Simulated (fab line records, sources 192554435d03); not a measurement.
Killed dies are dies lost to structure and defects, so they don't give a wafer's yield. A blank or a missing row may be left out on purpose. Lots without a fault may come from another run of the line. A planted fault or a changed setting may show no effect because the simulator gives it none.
fab line records | flow n5_finfet
record lots=6 wafers=18 last_day=16
route steps=1938 shown BEOL_M8@1342 PASSIVATION@1936
lots that met no fault: from a run of the same line without faults
start_h: hours from the record's first day to the start of the lot's first wafer shown | wait_h: hours since the lot's step before | " the same as in the row above | L1.1+2: a row that stands for several wafers | - no value, or no start given | * or withheld: withheld | < > ~ a bound
route shown NAME@n: a module of which the file shows steps, and the number in the route of the first | usual: mean/standard deviation of fault-free wafers | same: alike in all rows | chamber/n: place in a boat | sites: the reading at each site | _std_site: their standard deviation | _edge_site: outer sites' mean less inner sites' | radius_mm: how far each site lies from the wafer's centre | mask NAME#n: copy n | behind: the tool/chamber that last shaped the wafer | hold: why the lot was held/for how many hours/how that ended | device: the transistor (n, p or np) that didn't switch | end of line: the same wafers' tests at the end of the route | a step without rows: its recipe alone | killed: dies lost to structure and defects at the first sort, not the wafer's yield | map: a wafer's dies, x killed, . not, _ none there
set.NAME: the setting as run; set.NAME@STEP: as run at that earlier step | model.NAME: the simulator's own value behind a step, which no gauge read
lots at some steps of the route; a table a step, a row a wafer
services: from which hour (start_h, from the record's first day; less than 0 if before it) a tool's chamber was out of use, for how many hours, and why
## steps
# step N5_BEOL_M8_EXPOSE_08
# recipe mask_id=M8 na=1.35 source_shape=dipole sigma_inner=0.817 sigma_outer=0.97 polarization=te dose_mj=68.25
# step N5_BEOL_M8_PEB_09
# recipe peb_temp_c=withheld peb_time_s=60 resist=CAR-ArF
# step N5_BEOL_M8_DEVELOP_10
# recipe develop_time_s=30 developer=TMAH resist=CAR-ArF rinse_liquid=diw dry=air_spin dev_temp_c=23
# step N5_BEOL_M8_CD_MEAS_11
# recipe target_cd_nm=38.5 landing_energy_ev=500 detector=se_inlens polarity=opening
# usual cd_nm=38.3/0.47
# columns lot.wafer tool chamber start_h wait_h cd_nm
L764.1 cd_sem-02 0 240.29 - 37.5
L764.2 " 0 " " 38.3
L764.5 " 0 " " 38.7
L769.2 cd_sem-03 0 258.82 - 38.8
L769.3 " 0 " " 38.7
L769.6 " 0 " " 38.6
L767.2 cd_sem-03 0 279.65 - 38.2
L767.3 " 0 " " 38.4
L767.6 " 0 " " 38.6
L773.1 cd_sem-01 0 284.43 - 37.6
L773.3 " 0 " " 39.0
L773.4 " 0 " " 38.5
L778.2 cd_sem-02 0 313.16 - 38.0
L778.4 " 0 " " 38.3
L778.6 " 0 " " 38.7
L776.1 cd_sem-02 0 313.58 - 38.5
L776.2 " 0 " " 37.6
L776.6 " 0 " " 38.0
# step N5_BEOL_M8_OVL_MEAS_12
# recipe points_per_wafer=44
# usual M8_OVL=-0.2/0.67
# columns lot.wafer tool chamber start_h wait_h M8_OVL[nm]
L764.1 overlay-01 0 240.32 0.0 -0.5
L764.2 " 0 " " -1.0
L764.5 " 0 " " 0.5
L769.2 overlay-01 0 258.85 0.0 -0.3
L769.3 " 0 " " 1.2
L769.6 " 0 " " -0.5
L767.2 overlay-02 0 279.67 0.0 0.6
L767.3 " 0 " " 1.1
L767.6 " 0 " " -0.7
L773.1 overlay-02 0 284.46 0.0 -1.1
L773.3 " 0 " " -1.0
L773.4 " 0 " " -1.7
L778.2 overlay-02 0 313.19 0.0 0.3
L778.4 " 0 " " -0.1
L778.6 " 0 " " -0.7
L776.1 overlay-01 0 313.61 0.0 -1.0
L776.2 " 0 " " 1.4
L776.6 " 0 " " 0.3
# step N5_BEOL_M8_INSPECT_13
# recipe mode=adi inspect_instrument=brightfield
# usual raw_defect_count=440/96
# columns lot.wafer tool chamber start_h wait_h raw_defect_count
L764.1 defect_inspect-02 - 240.35 0.0 422
L764.2 " - " " 332
L764.5 " - " " 498
L769.2 defect_inspect-01 - 258.87 0.0 579
L769.3 " - " " 555
L769.6 " - " " 476
L767.2 defect_inspect-02 - 279.70 0.0 414
L767.3 " - " " 377
L767.6 " - " " 354
L773.1 defect_inspect-02 - 284.49 0.0 435
L773.3 " - " " 326
L773.4 " - " " 353
L778.2 defect_inspect-02 - 313.22 0.0 411
L778.4 " - " " 390
L778.6 " - " " 419
L776.1 defect_inspect-02 - 313.64 0.0 513
L776.2 " - " " 448
L776.6 " - " " 347
# step N5_BEOL_M8_DESCUM_16
# recipe chemistry=O2 time_s=7.9 source_power_w=50 bias_power_w=20 pressure_mtorr=20 rf_frequency_hz=2.712e+07 temp_c=40 resist=CAR-ArF o2_flow_sccm=225
# usual drypump_motor_current_A=5.7/0.45 o2_flow_sccm=224.9/0.71 oes_product_au=0.83/0.08 rf_vpp_V=242.8/1.2 showerhead_plenum_p_Torr=2.07/0.065 throttle_valve_pct=20.42/0.23
# columns lot.wafer tool chamber start_h wait_h drypump_motor_current_A o2_flow_sccm oes_product_au rf_hours_counter_h rf_vpp_V showerhead_plenum_p_Torr throttle_valve_pct
L764.1 rie_diel-01 3 240.57 0.2 6.1 224.1 0.81 96 241.3 2.03 20.07
L764.2 " 1 " " 6.3 225.0 0.92 18 243.9 2.06 20.34
L764.5 " 2 " " 5.8 225.0 0.87 - 241.9 2.06 20.66
L769.2 rie_diel-03 0 258.91 0.0 5.2 225.4 0.69 213 242.8 1.97 20.37
L769.3 " 2 " " 5.8 225.1 0.95 8 244.4 2.25 20.54
L769.6 " 2 " " 5.9 224.6 0.95 - 245.9 2.25 20.52
L767.2 rie_diel-01 2 279.73 0.0 5.8 224.5 0.84 64 242.5 2.06 20.68
L767.3 " 3 " " 6.1 224.5 0.79 110 243.1 2.02 20.11
L767.6 " 0 " " 4.8 225.1 0.93 - 243.6 2.05 20.54
L773.1 rie_diel-06 2 284.66 0.2 4.9 225.3 0.86 78 243.7 2.11 20.62
L773.3 " 0 " " 5.8 224.3 0.76 154 241.2 1.99 20.04
L773.4 " 3 " " 6.0 224.7 0.95 - 242.9 2.08 20.54
L778.2 rie_diel-06 0 313.45 0.2 5.7 225.1 0.73 166 242.9 1.98 20.08
L778.4 " 2 " " 4.9 224.6 0.84 91 241.9 2.11 20.64
L778.6 " 1 " " 5.7 223.8 0.93 - 243.0 2.04 20.27
L776.1 rie_diel-03 0 313.99 0.4 5.2 224.6 0.69 232 241.3 1.97 20.40
L776.2 " 2 " " 5.9 224.6 0.90 27 245.5 2.24 20.56
L776.6 " 2 " " 5.9 225.2 0.91 - 246.0 2.24 20.55
# step N5_BEOL_M8_ETCH_61
# recipe chemistry=CF4 target=SiARC target_depth_a=455 mask_material=CAR-ArF time_s=75.8 ion_energy_ev=80 pressure_mtorr=40 source_w=545 bias_w=36 Ar_flow_sccm=100 cf4_flow_sccm=100 ends=cleared
# usual bias_w=36.01/0.11 drypump_motor_current_A=5.7/0.45 etch_rf_on_time_s=75.6/1.7 oes_product_au=0.71/0.067 rf_vpp_V=183.7/1.1 showerhead_plenum_p_Torr=2.11/0.056 throttle_valve_pct=15.52/0.2
# columns lot.wafer tool chamber start_h wait_h bias_w drypump_motor_current_A etch_rf_on_time_s oes_product_au rf_hours_counter_h rf_vpp_V showerhead_plenum_p_Torr throttle_valve_pct
L764.1 rie_diel-01 3 240.61 0.0 36.01 6.1 74.5 0.70 96 183.5 2.07 15.20
L764.2 " 1 " " 36.12 6.3 76.5 0.78 18 181.9 2.09 15.34
L764.5 " 2 " " 35.91 5.8 78.6 0.72 - 183.7 2.09 15.59
L769.2 rie_diel-03 0 258.94 0.0 36.21 5.2 75.6 0.60 213 184.3 2.03 15.61
L769.3 " 2 " " 35.96 5.9 77.2 0.80 8 186.0 2.28 15.48
L769.6 " 2 " " 36.09 5.9 77.8 0.80 - 186.2 2.28 15.49
L767.2 rie_diel-01 2 279.77 0.0 35.98 5.8 78.4 0.71 64 182.7 2.09 15.63
L767.3 " 3 " " 36.11 6.1 75.3 0.69 110 182.9 2.07 15.25
L767.6 " 0 " " 36.10 4.9 72.3 0.81 - 182.6 2.12 15.71
L773.1 rie_diel-06 2 284.69 0.0 36.07 4.9 73.7 0.73 78 184.3 2.15 15.69
L773.3 " 0 " " 35.94 5.7 74.8 0.65 154 183.1 2.06 15.42
L773.4 " 3 " " 35.96 6.0 73.9 0.81 - 185.5 2.10 15.50
L778.2 rie_diel-06 0 313.48 0.0 35.98 5.7 75.1 0.64 166 183.1 2.05 15.45
L778.4 " 2 " " 36.03 4.9 75.0 0.72 91 183.9 2.15 15.71
L778.6 " 1 " " 36.07 5.8 74.0 0.80 - 182.5 2.11 15.46
L776.1 rie_diel-03 0 314.03 0.0 36.09 5.2 76.6 0.58 232 182.7 2.03 15.66
L776.2 " 2 " " 36.15 5.9 78.3 0.76 27 184.6 2.27 15.54
L776.6 " 2 " " 35.97 5.8 78.4 0.75 - 186.9 2.27 15.54
# step N5_BEOL_M8_ETCH_62
# recipe chemistry=N2/H2 target=SOC target_depth_a=1100 overetch_a=220 mask_material=SiARC temp_c=40 time_s=165 ion_energy_ev=200 pressure_mtorr=30 source_w=840 bias_w=150 n2_flow_sccm=200 h2_flow_sccm=200
# usual bias_w=150.0/0.46 drypump_motor_current_A=5.7/0.45 oes_product_au=0.70/0.065 rf_vpp_V=522.8/2.2 showerhead_plenum_p_Torr=2.50/0.074 throttle_valve_pct=17.72/0.26
# columns lot.wafer tool chamber start_h wait_h bias_w drypump_motor_current_A oes_product_au rf_hours_counter_h rf_vpp_V showerhead_plenum_p_Torr throttle_valve_pct
L764.1 rie_diel-01 3 240.66 0.0 150.4 6.1 0.68 96 522.7 2.46 17.45
L764.2 " 1 " " 149.5 6.3 0.77 18 521.8 2.47 17.43
L764.5 " 2 " " 149.9 5.8 0.73 - 522.5 2.46 17.72
L769.2 rie_diel-03 0 259.00 0.0 150.2 5.2 0.59 213 520.2 2.43 17.98
L769.3 " 2 " " 149.8 5.8 0.81 8 528.6 2.72 17.74
L769.6 " 2 " " 150.0 5.8 0.80 - 530.1 2.72 17.73
L767.2 rie_diel-01 2 279.82 0.0 150.2 5.8 0.71 64 521.9 2.46 17.75
L767.3 " 3 " " 149.7 6.1 0.67 111 520.8 2.45 17.47
L767.6 " 0 " " 149.7 4.9 0.79 - 520.6 2.50 17.85
L773.1 rie_diel-06 2 284.75 0.0 150.7 4.9 0.72 78 525.8 2.58 18.06
L773.3 " 0 " " 149.6 5.8 0.64 154 520.2 2.42 17.50
L773.4 " 3 " " 150.0 6.0 0.79 - 522.4 2.49 17.72
L778.2 rie_diel-06 0 313.54 0.0 150.3 5.7 0.63 166 521.8 2.42 17.53
L778.4 " 2 " " 150.0 4.9 0.71 91 522.2 2.57 18.11
L778.6 " 1 " " 150.3 5.8 0.78 - 520.9 2.48 17.61
L776.1 rie_diel-03 0 314.09 0.0 149.4 5.2 0.58 232 518.5 2.42 18.04
L776.2 " 2 " " 150.5 5.9 0.76 27 530.2 2.71 17.76
L776.6 " 2 " " 150.3 5.9 0.77 - 528.9 2.71 17.77
# step N5_BEOL_M8_STRIP_68
# recipe chemistry=N2/H2 temp_c=40 n2_flow_sccm=200 h2_flow_sccm=200 rf_frequency_hz=6e+07
# step N5_BEOL_M8_STRIP_67
# recipe chemistry=CF4 resist=SiARC power_w=300 bias_power_w=75 pressure_mtorr=50 cf4_flow_sccm=150 rf_frequency_hz=6e+07
# usual chamber_pressure_mTorr=50.01/0.053 drypump_motor_current_A=5.7/0.45 oes_product_au=0.83/0.077 rf_vpp_V=270.6/1.3 showerhead_plenum_p_Torr=1.77/0.045 throttle_valve_pct=13.48/0.2
# columns lot.wafer tool chamber start_h wait_h chamber_pressure_mTorr drypump_motor_current_A oes_product_au rf_hours_counter_h rf_vpp_V showerhead_plenum_p_Torr throttle_valve_pct
L764.1 rie_diel-01 3 240.81 0.0 49.93 6.1 0.81 96 269.1 1.73 13.17
L764.2 " 1 " " 50.10 6.3 0.92 19 271.4 1.75 13.26
L764.5 " 2 " " 50.09 5.8 0.86 - 269.9 1.75 13.52
L769.2 rie_diel-03 0 259.14 0.0 50.02 5.2 0.70 213 270.2 1.70 13.58
L769.3 " 2 " " 49.93 5.8 0.95 8 273.5 1.89 13.37
L769.6 " 2 " " 50.03 5.8 0.95 - 273.1 1.89 13.36
L767.2 rie_diel-01 2 279.97 0.0 49.97 5.8 0.84 64 269.7 1.75 13.57
L767.3 " 3 " " 50.00 6.1 0.79 111 268.8 1.73 13.21
L767.6 " 0 " " 49.93 4.9 0.92 - 270.1 1.78 13.60
L773.1 rie_diel-06 2 284.89 0.0 49.97 4.9 0.85 78 272.4 1.80 13.62
L773.3 " 0 " " 50.03 5.8 0.76 154 269.5 1.72 13.40
L773.4 " 3 " " 50.09 6.0 0.94 - 271.0 1.77 13.47
L778.2 rie_diel-06 0 313.69 0.0 50.04 5.7 0.75 166 269.8 1.72 13.43
L778.4 " 2 " " 49.97 4.9 0.84 91 271.0 1.79 13.66
L778.6 " 1 " " 49.97 5.7 0.93 - 268.8 1.77 13.40
L776.1 rie_diel-03 0 314.23 0.0 50.04 5.2 0.69 232 269.3 1.69 13.63
L776.2 " 2 " " 50.04 5.9 0.91 27 272.4 1.89 13.38
L776.6 " 2 " " 50.06 5.8 0.90 - 272.3 1.89 13.39
# step N5_BEOL_M8_HM_OPEN_17
# recipe chemistry=Cl2/BCl3 target_depth_a=200 overetch_a=60 target=TiN mask_material=SOC ion_energy_ev=150 pressure_mtorr=10 icp_w=1000 bias_w=126 Cl2_flow_sccm=53.25 bcl3_flow_sccm=21.75 Ar_flow_sccm=25
# usual bias_w=126.0/0.35 drypump_motor_current_A=5.8/0.44 oes_product_au=0.70/0.063 throttle_valve_pct=22.18/0.23
# columns lot.wafer tool chamber start_h wait_h bias_w drypump_motor_current_A oes_product_au rf_hours_counter_h throttle_valve_pct
L764.1 rie_metal-03 1 240.85 0.0 126.3 5.8 0.75 11 21.92
L764.2 " 0 " " 126.0 5.7 0.77 10 22.02
L764.5 " 1 " " 126.1 5.8 0.76 - 21.91
L769.2 rie_metal-02 1 259.18 0.0 126.5 6.4 0.76 17 22.15
L769.3 " 0 " " 126.2 5.0 0.72 - 22.30
L769.6 " 0 " " 126.0 5.0 0.72 - 22.30
L767.2 rie_metal-01 1 280.01 0.0 125.9 6.2 0.60 75 22.62
L767.3 " 0 " " 125.5 5.6 0.63 - 22.06
L767.6 " 0 " " 125.6 5.6 0.63 - 22.07
L773.1 rie_metal-03 1 284.94 0.0 126.4 5.8 0.74 14 21.91
L773.3 " 1 " " 126.4 5.8 0.75 - 21.92
L773.4 " 0 " " 125.5 5.7 0.77 - 22.03
L778.2 rie_metal-03 0 313.73 0.0 126.3 5.7 0.75 15 22.04
L778.4 " 1 " " 126.4 5.8 0.74 - 21.89
L778.6 " 0 " " 126.3 5.7 0.75 - 22.05
L776.1 rie_metal-02 0 314.27 0.0 126.4 5.1 0.70 20 22.30
L776.2 " 1 " " 126.2 6.4 0.74 21 22.17
L776.6 " 1 " " 126.0 6.4 0.74 - 22.17
# step N5_BEOL_M8_STRIP_19
# recipe chemistry=O2 power_w=400 temp_c=40 pressure_mtorr=30 rf_frequency_hz=6e+07 bias_power_w=0 overash_fraction=0.2 o2_flow_sccm=225
# usual chamber_pressure_mTorr=30.00/0.036 drypump_motor_current_A=5.7/0.4 o2_flow_sccm=225.0/0.67 oes_product_au=0.81/0.085 rf_vpp_V=3.7/0.6 showerhead_plenum_p_Torr=2.08/0.08 throttle_valve_pct=16.65/0.22
# same overash_fraction=0.2
# columns lot.wafer tool chamber start_h wait_h chamber_pressure_mTorr drypump_motor_current_A o2_flow_sccm oes_product_au rf_hours_counter_h rf_vpp_V showerhead_plenum_p_Torr throttle_valve_pct
L764.1 rie_diel-06 2 241.33 0.5 29.95 4.9 225.7 0.88 61 4.2 2.13 16.77
L764.2 " 3 " " 30.01 6.0 225.0 0.66 249 3.5 2.09 17.21
L764.5 " 3 " " 30.02 6.0 225.9 0.66 - 3.7 2.09 17.20
L769.2 rie_diel-03 3 259.32 0.1 29.98 5.8 224.8 0.78 123 3.3 2.12 16.93
L769.3 " 1 " " 30.07 5.8 224.4 0.89 41 3.2 2.15 16.34
L769.6 " 0 " " 30.00 5.2 224.0 0.70 - 3.8 1.98 16.64
L767.2 rie_diel-06 2 280.12 0.1 29.98 4.9 224.2 0.87 77 3.1 2.12 16.82
L767.3 " 0 " " 39.05 5.8 224.5 0.76 153 4.0 1.99 16.38
L767.6 " 0 " " 39.01 5.7 225.5 0.75 - 4.2 1.99 16.35
L773.1 rie_diel-06 2 285.09 0.1 29.95 4.9 225.8 0.86 78 2.9 2.12 16.82
L773.3 " 0 " " 38.96 5.8 225.2 0.75 154 2.9 1.99 16.36
L773.4 " 3 " " 29.97 5.9 225.4 0.95 - 4.3 2.08 16.72
L778.2 rie_diel-03 0 313.95 0.2 29.98 5.2 225.7 0.67 232 3.2 1.97 16.65
L778.4 " 1 " " 29.98 5.8 225.3 0.84 60 3.8 2.15 16.39
L778.6 " 2 " " 29.98 5.8 225.6 0.90 - 4.0 2.24 16.68
L776.1 rie_diel-03 2 314.39 0.1 30.01 5.8 225.6 0.90 27 3.2 2.24 16.70
L776.2 " 3 " " 29.95 5.8 225.5 0.76 142 3.2 2.12 16.96
L776.6 " 1 " " 29.96 5.9 224.9 0.84 - 4.4 2.15 16.38
# step N5_BEOL_M8_CD_MEAS_18
# recipe pitch_nm=80 target_cd_nm=40
# usual cd_nm=40.0/0.52
# columns lot.wafer tool chamber start_h wait_h cd_nm
L764.1 cd_sem-02 - 241.40 0.0 40.0
L764.2 " - " " 40.1
L764.5 " - " " 40.2
L769.2 cd_sem-01 - 259.39 0.1 39.6
L769.3 " - " " 40.9
L769.6 " - " " 40.2
L767.2 cd_sem-02 - 280.19 0.1 40.1
L767.3 " - " " 40.2
L767.6 " - " " 40.3
L773.1 cd_sem-02 - 285.16 0.0 39.0
L773.3 " - " " 41.0
L773.4 " - " " 40.4
L778.2 cd_sem-02 - 314.03 0.1 40.9
L778.4 " - " " 40.5
L778.6 " - " " 40.5
L776.1 cd_sem-02 - 314.46 0.0 39.6
L776.2 " - " " 38.8
L776.6 " - " " 38.9
# step N5_PASSIVATION_PROBE_49
# usual defect_limited_yield=91.2/1.6 killed_at_M0_to_M3=35/11 killed_at_M4_up=14/5.4 killed_at_contacts=13/6 killed_at_front_end=38/11 killed_at_other=3.4/2.6 killed_dies=104/19 killed_open=68/13 killed_short=34/8.5 sort_bin_5_function=5.1/1 sort_bin_6_memory=3.3/0.72 sort_bin_8_speed=0.1/0.9 sort_n_pass=1075/22 sort_yield_pct=91.1/1.9
# same gross_dies=1180 killed_at_back_side=0 sort_bin_4_leakage[%]=0
# columns lot.wafer tool chamber start_h wait_h defect_limited_yield[%] killed_at_M0_to_M3 killed_at_M4_up killed_at_contacts killed_at_front_end killed_at_other killed_dies killed_open killed_short sort_bin_5_function[%] sort_bin_6_memory[%] sort_bin_8_speed[%] sort_n_pass sort_yield_pct[%]
L764.1 prober-02 - 320.27 0.2 92.9 41 12 2 26 3 84 52 32 3.6 3.2 0 1096 92.9
L764.2 prober-02 - 320.32 0.2 91.8 41 13 14 27 2 97 62 29 4.2 3.1 0 1083 91.8
L764.5 prober-02 - 320.47 0.4 94.2 39 12 3 14 1 69 46 23 4.0 1.7 0 1111 94.2
L769.2 prober-02 - 346.44 0.1 90.2 32 13 13 50 8 116 64 52 5.9 3.5 0 1064 90.2
L769.3 prober-02 - 346.49 0.1 90.9 33 17 13 35 9 107 67 40 4.7 4.0 0 1073 90.9
L769.6 prober-02 - 346.64 0.3 89.4 26 15 22 55 7 125 69 49 6.4 3.4 0 1055 89.4
L767.2 prober-01 - 353.84 0.1 92.9 24 18 12 26 4 84 57 27 4.5 2.5 0 1096 92.9
L767.3 prober-01 - 353.89 0.1 92.4 29 12 15 26 8 90 66 24 4.2 3.2 0.1 1089 92.3
L767.6 prober-01 - 354.04 0.3 90.1 41 15 16 44 1 117 73 44 5.7 3.9 0 1063 90.1
L773.1 prober-02 - 355.87 0.0 90.7 35 20 16 36 3 110 76 33 5.6 3.4 0 1070 90.7
L773.3 prober-02 - 355.97 0.1 90.4 39 18 10 41 5 113 80 33 5.6 3.8 0 1067 90.4
L773.4 prober-02 - 356.02 0.2 89.9 42 19 12 46 0 119 76 43 5.4 4.5 0 1061 89.9
L778.2 prober-02 - 389.43 0.1 93.1 17 18 16 28 3 82 53 27 4.0 2.9 0 1098 93.1
L778.4 prober-02 - 389.53 0.2 90.8 37 17 15 33 6 108 69 37 5.4 3.5 0 1072 90.8
L778.6 prober-02 - 389.63 0.3 91.2 29 12 15 44 4 104 78 24 5.8 2.6 0 1076 91.2
L776.1 prober-01 - 395.56 0.0 93.6 26 5 15 25 4 75 56 19 4.3 2.0 0 1105 93.6
L776.2 prober-01 - 395.61 0.1 92.9 20 11 8 40 5 84 44 39 3.9 3.0 0 1096 92.9
L776.6 prober-01 - 395.81 0.3 92.2 36 9 13 25 9 92 57 33 4.2 3.1 0 1088 92.2
# killed by level:class
L764.1 BEOL_M3:geometric_particle:open=13 BEOL_M0_SAQP:geometric_particle:open=8 BEOL_M0_SAQP:geometric_particle:short=7 BEOL_M1:geometric_particle:open=7 STARTING-WAFER:geometric_particle:short=7 FIN_SAQP:geometric_particle:short=4 BEOL_M4:geometric_particle:open=4 GATE_CUT:geometric_particle:short=3
L764.2 MOL_CONTACT_COAG:geometric_particle:open=12 BEOL_M0_SAQP:geometric_particle:short=12 BEOL_M1:geometric_particle:open=11 BEOL_M0_SAQP:geometric_particle:open=6 BEOL_M4:geometric_particle:open=6 HKMG_FIN:area_etch=6 BEOL_M3:geometric_particle:open=5 STARTING-WAFER:geometric_particle:short=5
L764.5 BEOL_M1:geometric_particle:open=8 BEOL_M0_SAQP:geometric_particle:open=6 BEOL_M0_SAQP:geometric_particle:short=6 BEOL_M3:geometric_particle:open=6 BEOL_M4:geometric_particle:open=6 BEOL_M0:geometric_particle:short=4 BEOL_M1:geometric_particle:short=4 FIN_SAQP:geometric_particle:open=3
L769.2 FIN_SAQP:geometric_particle:short=24 MOL_CONTACT_COAG:geometric_particle:open=13 BEOL_M0_SAQP:geometric_particle:short=12 FIN_SAQP:geometric_particle:open=8 BEOL_M4:geometric_particle:open=7 BEOL_M1:geometric_particle:open=7 BEOL_M0:geometric_particle:open=5 BEOL_M0_SAQP:geometric_particle:open=4
L769.3 FIN_SAQP:geometric_particle:short=10 MOL_CONTACT_COAG:geometric_particle:open=10 BEOL_M4:geometric_particle:open=8 BEOL_M3:geometric_particle:open=7 BEOL_M0:geometric_particle:open=5 BEOL_M2:geometric_particle:open=5 BEOL_M1:geometric_particle:open=5 STARTING-WAFER:geometric_particle:short=5
L769.6 FIN_SAQP:geometric_particle:short=19 MOL_CONTACT_COAG:geometric_particle:open=15 FIN_SAQP:geometric_particle:open=10 BEOL_M4:geometric_particle:open=8 MOL_CONTACT_COAG:geometric_particle:short=7 STI_FIN_REVEAL:geometric_particle:open=7 HKMG_FIN:area_etch=7 BEOL_M2:geometric_particle:open=6
L767.2 BEOL_M0_SAQP:geometric_particle:open=13 BEOL_M4:geometric_particle:open=11 MOL_CONTACT_COAG:geometric_particle:open=10 BEOL_M0_SAQP:geometric_particle:short=8 FIN_SAQP:geometric_particle:short=5 FIN_SAQP:geometric_particle:open=4 STI_FIN_REVEAL:geometric_particle:open=4 DUMMY_GATE:geometric_particle:open=3
L767.3 MOL_CONTACT_COAG:geometric_particle:open=13 FIN_SAQP:geometric_particle:open=9 BEOL_M0_SAQP:geometric_particle:open=9 BEOL_M0_SAQP:geometric_particle:short=9 BEOL_M4:geometric_particle:open=6 BEOL_M2:geometric_particle:open=5 FIN_SAQP:geometric_particle:short=4 BEOL_M3:geometric_particle:open=3
L767.6 BEOL_M0_SAQP:geometric_particle:open=14 MOL_CONTACT_COAG:geometric_particle:open=14 BEOL_M0_SAQP:geometric_particle:short=12 FIN_SAQP:geometric_particle:short=7 BEOL_M1:geometric_particle:open=7 FIN_SAQP:geometric_particle:open=6 BEOL_M4:geometric_particle:open=6 STI_FIN_REVEAL:geometric_particle:open=5
L773.1 MOL_CONTACT_COAG:geometric_particle:open=10 BEOL_M4:geometric_particle:open=10 STI_FIN_REVEAL:geometric_particle:open=9 FIN_SAQP:geometric_particle:open=7 BEOL_M0_SAQP:geometric_particle:short=7 FIN_SAQP:geometric_particle:short=6 MOL_CONTACT_COAG:geometric_particle:short=6 BEOL_M0_SAQP:geometric_particle:open=6
L773.3 STI_FIN_REVEAL:geometric_particle:open=13 FIN_SAQP:geometric_particle:short=11 BEOL_M2:geometric_particle:open=9 MOL_CONTACT_COAG:geometric_particle:open=8 FIN_SAQP:geometric_particle:open=7 BEOL_M1:geometric_particle:open=6 BEOL_M3:geometric_particle:open=6 BEOL_M0:geometric_particle:open=5
L773.4 BEOL_M1:geometric_particle:short=12 BEOL_M4:geometric_particle:open=10 FIN_SAQP:geometric_particle:short=10 MOL_CONTACT_COAG:geometric_particle:open=10 FIN_SAQP:geometric_particle:open=9 STI_FIN_REVEAL:geometric_particle:open=9 BEOL_M0:geometric_particle:open=7 BEOL_M2:geometric_particle:open=7
L778.2 MOL_CONTACT_COAG:geometric_particle:open=13 BEOL_M4:geometric_particle:open=8 STI_FIN_REVEAL:geometric_particle:open=5 BEOL_M0_SAQP:geometric_particle:short=5 DUMMY_GATE:geometric_particle:open=4 BEOL_M0_SAQP:geometric_particle:open=4 BEOL_M2:geometric_particle:open=4 STARTING-WAFER:geometric_particle:open=4
L778.4 MOL_CONTACT_COAG:geometric_particle:open=13 BEOL_M3:geometric_particle:open=10 BEOL_M0_SAQP:geometric_particle:short=9 BEOL_M1:geometric_particle:open=7 FIN_SAQP:geometric_particle:short=5 GATE_CUT:geometric_particle:short=5 BEOL_M4:geometric_particle:open=5 FIN_SAQP:geometric_particle:open=4
L778.6 FIN_SAQP:geometric_particle:open=14 MOL_CONTACT_COAG:geometric_particle:open=11 BEOL_M2:geometric_particle:open=8 BEOL_M3:geometric_particle:open=8 BEOL_M1:geometric_particle:open=7 STARTING-WAFER:geometric_particle:open=6 DUMMY_GATE:geometric_particle:open=4 MOL_CONTACT_COAG:geometric_particle:short=4
L776.1 MOL_CONTACT_COAG:geometric_particle:open=13 BEOL_M2:geometric_particle:open=7 DUMMY_GATE:geometric_particle:open=5 FIN_SAQP:geometric_particle:open=4 STI_FIN_REVEAL:geometric_particle:open=4 BEOL_M1:geometric_particle:open=4 BEOL_M0:geometric_particle:open=4 BEOL_M0_SAQP:geometric_particle:open=3
L776.2 BEOL_M0_SAQP:geometric_particle:open=8 FIN_SAQP:geometric_particle:open=7 BEOL_M0_SAQP:geometric_particle:short=7 ILD0:geometric_particle:short=6 GATE_CUT:geometric_particle:short=4 MOL_CONTACT_COAG:geometric_particle:open=4 MOL_CONTACT_COAG:geometric_particle:short=4 BEOL_M7:geometric_particle:open=4
L776.6 MOL_CONTACT_COAG:geometric_particle:open=10 BEOL_M3:geometric_particle:open=9 BEOL_M1:geometric_particle:open=8 BEOL_M2:geometric_particle:short=6 BEOL_M2:geometric_particle:open=6 FIN_SAQP:geometric_particle:short=4 GATE_CUT:geometric_particle:short=4 FIN_SAQP:geometric_particle:open=3
## services
# columns tool chamber start_h hours kind
rie_diel-03 - 219.88 28.1 pm
rie_metal-02 - 235.86 2.8 pm
rie_diel-01 0 238.87 - clean
rie_diel-01 0 238.87 - consumable_replace:focus_ring
rie_diel-01 0 238.87 17.9 scheduled_down
rie_diel-01 0 238.87 17.9 vent_cycle
rie_diel-06 3 242.28 - clean
rie_diel-06 3 242.28 - consumable_replace:focus_ring
rie_diel-06 3 242.28 19.6 scheduled_down
rie_diel-06 3 242.28 19.6 vent_cycle
rie_metal-01 - 242.61 0.2 repair
rie_diel-06 1 282.21 - clean
rie_diel-06 1 282.21 - consumable_replace:focus_ring
rie_diel-06 1 282.21 13.8 scheduled_down
rie_diel-06 1 282.21 13.8 vent_cycle
rie_diel-01 2 306.55 1.8 repair
## key
first_sign step=N5_BEOL_M8_STRIP_19 reading=chamber_pressure_mTorr direction=up sigmas=99+ usual=* struck=*
effect none on later readings
met_at N5_BEOL_M8_STRIP_19
struck_wafers L767.3,L767.6,L773.3
fault kind=process_parameter_drift tool=rie_diel-06 chamber=0 onset_h=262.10 steps=N5_BEOL_M8_STRIP_19 channel=pressure_mtorr offset=* shape=step end_h=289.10 acts_in=* stated=*
